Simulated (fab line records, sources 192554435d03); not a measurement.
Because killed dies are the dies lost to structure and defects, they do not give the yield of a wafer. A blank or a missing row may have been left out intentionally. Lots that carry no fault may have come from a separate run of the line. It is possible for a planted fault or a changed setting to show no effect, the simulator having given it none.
Comparing a struck lot with a sound one    flow n5Finfet    25 steps out of a route of 1938
Sound: these wafers, L947.1, L947.2, L947.5. Struck: wafers L954.1, L954.3, L954.5. The cause is given at the end.
For every step that has rows: the tool of each side, followed by ch and its chambers, followed by its first start. Under that, the readings that differ: sound wafers    struck wafers    difference of the means    sigmas: that difference in standard deviations of wafers without a fault.
alike: readings whose means differ by less than 2 such deviations, and words and numbers that are the same on both sides. not compared: withheld readings, readings that some wafer has no value for, bounds like >300 that may hide the same value, and numbers for which the record gives no deviation and whose values overlap.
A row with sigmas, a row that says differs or no value, or rows on one side alone: a step with any of these is where the two part. Non-overlapping numbers with no deviation appear without sigmas and do not part them. A reading that every wafer of one side lacks parts them only if that side has two wafers or more.

first, 11 steps without rows for these wafers: N5_BEOL_M2_ETCH_74 (etches underlayer in N2/H2, target depth 6.5 nm, time 5.2 s); N5_BEOL_M2_ETCH_63 (etches SiARC in CF4, target depth 15.6 nm, time 26 s); N5_BEOL_M2_ETCH_64 (etches SOC in N2/H2, target depth 75 nm, overetch 22.5 nm, time 121.9 s); N5_BEOL_M2_STRIP_65 (strips in N2/H2); N5_BEOL_M2_STRIP_75 (strips in N2/H2); N5_BEOL_M2_STRIP_66 (strips in CF4); N5_BEOL_M2_HM_OPEN_17 (chemistry Cl2/BCl3, target TiN, target depth 20 nm, overetch 6 nm); N5_BEOL_M2_STRIP_19 (strips in O2); N5_BEOL_M2_COAT_67 (time 60 s, resist thk 60 nm); N5_BEOL_M2_COAT_68 (time 60 s, resist thk 12 nm); N5_BEOL_M2_COAT_76 (time 60 s, resist thk 5 nm).
N5_BEOL_M2_COAT_22: resist thk 30 nm.
  sound on lithoTrack-01 ch 0, day 8 21:37; struck on lithoTrack-01 ch 0, day 10 12:25
reading                                      sound                 struck                difference  sigmas
spinSpeedRpm (rpm)                           1503.2 1499.5 1498.6  1568.0 1569.6 1570.8  +69.0       +49
model.CAR-EUV_of_BEOL_M2_COAT_22.thkNm (nm)  30 30 30              29.4 29.4 29.4        -0.6        
then, 9 steps without rows for these wafers: N5_BEOL_M2_EBR_24; N5_BEOL_M2_SOFTBAKE_23 (time 60 s); N5_BEOL_M2_EXPOSE_25 (exposes mask V1, defocus 5 nm); N5_BEOL_M2_PEB_26 (peb time 60 s); N5_BEOL_M2_DEVELOP_27 (develop time 30 s); N5_BEOL_M2_DESCUM_33 (chemistry O2, time 7 s); N5_BEOL_M2_ETCH_77 (etches underlayer in N2/H2, target depth 6.5 nm, time 5.2 s); N5_BEOL_M2_ETCH_69 (etches SiARC in CF4, target depth 15.6 nm, time 26 s); N5_BEOL_M2_ALD_98 (deposits SiO2, target thk 2.5 nm, pulse time 1 s, co reactant pulse time 1 s).
N5_BEOL_M2_ETCHBACK_99: etches SiO2 in CHF3, target depth 5 nm, time 10.4 s.
  sound on rieDiel-01 ch 0,2,3, day 9 01:01; struck on rieDiel-02 ch 2,3, day 11 00:28
reading                                      sound           struck       difference  sigmas
model.CAR-EUV_of_BEOL_M2_COAT_22.thkNm (nm)  10.4 10.4 10.4  9.8 9.8 9.8  -0.6        
  alike: drypumpMotorCurrentA, mfcArSccm, oesProductAu, rfFwdPowerW, rfVppV, showerheadPlenumPTorr, throttleValvePct
  not compared: rfHoursCounterH
then, 1 step without rows for these wafers: N5_BEOL_M2_ETCH_70 (etches SOC in N2/H2, target depth 80 nm, overetch 24 nm, time 130 s).
N5_BEOL_M4_RC_MEAS_101:
  sound on prober-01 ch 0, day 10 11:26; struck on prober-01 ch 0, day 12 05:27
  alike: DIBL_N, DIBL_P, IOFF_N, IOFF_P, ION_N, ION_P, SS_N, SS_P, VT_N, VT_P
-- record jumps: 5 days separate the struck wafers' starts on either side; left off in module BEOL_M4, taken up again in module PASSIVATION, whose first shown step is the route's number 1936 --
N5_PASSIVATION_PROBE_49:
  only the struck wafers here have rows in the record (prober-02, day 17 15:24); the sound ones have none

## WHERE THEY PART
First at N5_BEOL_M2_COAT_22; last, within this record, at N5_PASSIVATION_PROBE_49.

WHY: the cause the simulator had injected
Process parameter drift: lithoTrack-01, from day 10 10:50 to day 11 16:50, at N5_BEOL_M2_COAT_22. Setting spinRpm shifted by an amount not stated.
